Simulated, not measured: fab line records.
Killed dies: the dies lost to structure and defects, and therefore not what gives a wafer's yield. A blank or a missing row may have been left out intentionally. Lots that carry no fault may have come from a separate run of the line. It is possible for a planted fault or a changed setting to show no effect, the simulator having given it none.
Split-lot study + flow n5Finfet + 39 wafers read from 7 lots, route of 1938 steps

## ABOUT THE SPLIT
At N5_SD_EPI_P_ETCHBACK_46 (etches SiNx in CH3F/O2, stops on SiO2, target depth 17.5 nm), the setting targetDepthA was moved away from the recipe's 175 angstrom on 18 of the 39 wafers read, by -15.8% to +44.6%. For the rest of the wafers, this setting stayed at what the recipe calls for.

## BETWEEN THE SPLIT AND THE READING: the file shows 1 step in between
- N5_SD_EPI_P_ETCH_47: etches SiOCN in CH3F/O2, target depth 25 nm

## THE READING
SiARC_of_SD_EPI_P_COAT_35.thkNm (the simulator's own value, which no gauge read), in nm, at N5_SD_EPI_P_ETCH_16 (etches SiO2 in CHF3/O2, target depth 5 nm). The file does not state a usual value for it. Here, 21 wafers ran the recipe; their average is 11.7 nm with a standard deviation of 0.27 nm.

| wafer  | tool, chamber at the split | targetDepthA as run, angstrom | against the recipe | SiARC_of_SD_EPI_P_COAT_35.thkNm, nm | against lot-mates on the recipe |
|--------|----------------------------|-------------------------------|--------------------|-------------------------------------|---------------------------------|
| L074.1 | rieDiel-02, 3,2            | 175                           | recipe             | 11.2                                | -                               |
| L074.6 | rieDiel-02, 0              | 175                           | recipe             | 11.2                                | -                               |
| L074.2 | rieDiel-02, 0              | 227.9                         | +30.2%             | 9.8                                 | -1.5                            |
| L074.5 | rieDiel-02, 3              | 227.9                         | +30.2%             | 9.8                                 | -1.5                            |
| L074.3 | rieDiel-02, 1              | 227.9                         | +30.2%             | 10.4                                | -0.9                            |
| L074.4 | rieDiel-02, 3,2            | 175                           | recipe             | 11.4                                | -                               |
| L078.1 | rieDiel-06, 2,3,2          | 175                           | recipe             | 11.8                                | -                               |
| L078.5 | rieDiel-06, 2,3,2          | 175                           | recipe             | 11.8                                | -                               |
| L078.6 | rieDiel-06, 2,3,2          | 175                           | recipe             | 11.8                                | -                               |
| L078.2 | rieDiel-06, 3              | 219.7                         | +25.5%             | 10.4                                | -1.4                            |
| L078.3 | rieDiel-06, 1              | 219.7                         | +25.5%             | 11                                  | -0.8                            |
| L078.4 | rieDiel-06, 0              | 219.7                         | +25.5%             | 10.8                                | -1.0                            |
| L081.1 | rieDiel-02, 0,3            | 175                           | recipe             | 11.6                                | -                               |
| L081.2 | rieDiel-02, 2              | 237.5                         | +35.7%             | 10.2                                | -1.4                            |
| L081.3 | rieDiel-02, 1              | 237.5                         | +35.7%             | 10.4                                | -1.2                            |
| L081.4 | rieDiel-02, 0,3            | 175                           | recipe             | 11.4                                | -                               |
| L081.5 | rieDiel-02, 1              | 175                           | recipe             | 11.8                                | -                               |
| L081.6 | rieDiel-02, 0              | 237.5                         | +35.7%             | 10                                  | -1.6                            |
| L082.1 | rieDiel-06, 3              | 147.4                         | -15.8%             | 12.4                                | +0.5                            |
| L082.2 | rieDiel-06, 0,3            | 147.4                         | -15.8%             | 12.6                                | +0.7                            |
| L082.6 | rieDiel-06, 0,3            | 147.4                         | -15.8%             | 12.6                                | +0.7                            |
| L082.3 | rieDiel-06, 2,2,0          | 175                           | recipe             | 11.8                                | -                               |
| L082.5 | rieDiel-06, 2,2,0          | 175                           | recipe             | 11.8                                | -                               |
| L082.4 | rieDiel-06, 2,2,0          | 175                           | recipe             | 12                                  | -                               |
| L083.1 | rieDiel-06, 3              | 175                           | recipe             | 11.6                                | -                               |
| L083.2 | rieDiel-06, 2,3            | 175                           | recipe             | 11.8                                | -                               |
| L083.5 | rieDiel-06, 2,3            | 175                           | recipe             | 11.8                                | -                               |
| L083.3 | rieDiel-06, 0,2,0          | 228                           | +30.3%             | 10.4                                | -1.3                            |
| L083.4 | rieDiel-06, 0,2,0          | 228                           | +30.3%             | 10.6                                | -1.1                            |
| L083.6 | rieDiel-06, 0,2,0          | 228                           | +30.3%             | 10.6                                | -1.1                            |
| L084.1 | rieDiel-02, 3              | 175                           | recipe             | 11.4                                | -                               |
| L084.2 | rieDiel-02, 2              | 253                           | +44.6%             | 9.4                                 | -2.2                            |
| L084.6 | rieDiel-02, 2              | 253                           | +44.6%             | 9.4                                 | -2.2                            |
| L084.3 | rieDiel-02, 0              | 175                           | recipe             | 11.6                                | -                               |
| L084.4 | rieDiel-02, 1              | 175                           | recipe             | 11.8                                | -                               |
| L084.5 | rieDiel-02, 1              | 253                           | +44.6%             | 9.8                                 | -1.8                            |
| L095.1 | rieDiel-05, 3              | 175                           | recipe             | 12.4                                | -                               |
| L095.3 | rieDiel-05, 2              | 175                           | recipe             | 11.8                                | -                               |
| L095.5 | rieDiel-05, 2              | 175                           | recipe             | 11.6                                | -                               |
If several chambers appear in one row, that row covers several wafers at once and the file leaves open which wafer was in which chamber.

FIT RESULTS
A straight line over all 39 wafers: SiARC_of_SD_EPI_P_COAT_35.thkNm changes by -0.0462 nm for each +1% of targetDepthA; r = -0.95; the points scatter about the line by 0.28 nm.
The same after taking each lot's own level away (the mean of its wafers on the recipe; 39 wafers): -0.0426 nm for each +1%; r = -0.97; scatter 0.2 nm.
Per that fit: largest targetDepthA move, reading shift of 1.9 nm.
From 11.27 to 11.93 nm: that is the span of the lots' own levels, equal to 2.5 times the standard deviation above.
Hence the lot-to-lot level has little effect on the slope; both slopes agree.
Check: -1.85 nm against its lot-mates is what the line predicts for one of the wafers moved furthest among these (+44.6%) when that wafer is left out of the fit. Against them it came out at -2.2 nm.

## THE WHOLE CHAIN: every reading that the file lists as answering this split, in the file's order
| step                    | what it does                                                | reading                                                                          | change (the file's fit)                | r (the file's) |
|-------------------------|-------------------------------------------------------------|----------------------------------------------------------------------------------|----------------------------------------|----------------|
| N5_SD_EPI_P_ETCHBACK_46 | etches SiNx in CH3F/O2, stops on SiO2, target depth 17.5 nm | SiARC_of_SD_EPI_P_COAT_35.thkNm (the simulator's own value, which no gauge read) | -0.0443 nm for each +1% of the setting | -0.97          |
| N5_SD_EPI_P_ETCH_16     | etches SiO2 in CHF3/O2, target depth 5 nm                   | SiARC_of_SD_EPI_P_COAT_35.thkNm (the simulator's own value, which no gauge read) | -0.0425 nm for each +1% of the setting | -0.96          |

## THE FILE'S OWN FIT
SiARC_of_SD_EPI_P_COAT_35.thkNm changes by -0.0425 nm for each +1% of targetDepthA, r = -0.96.
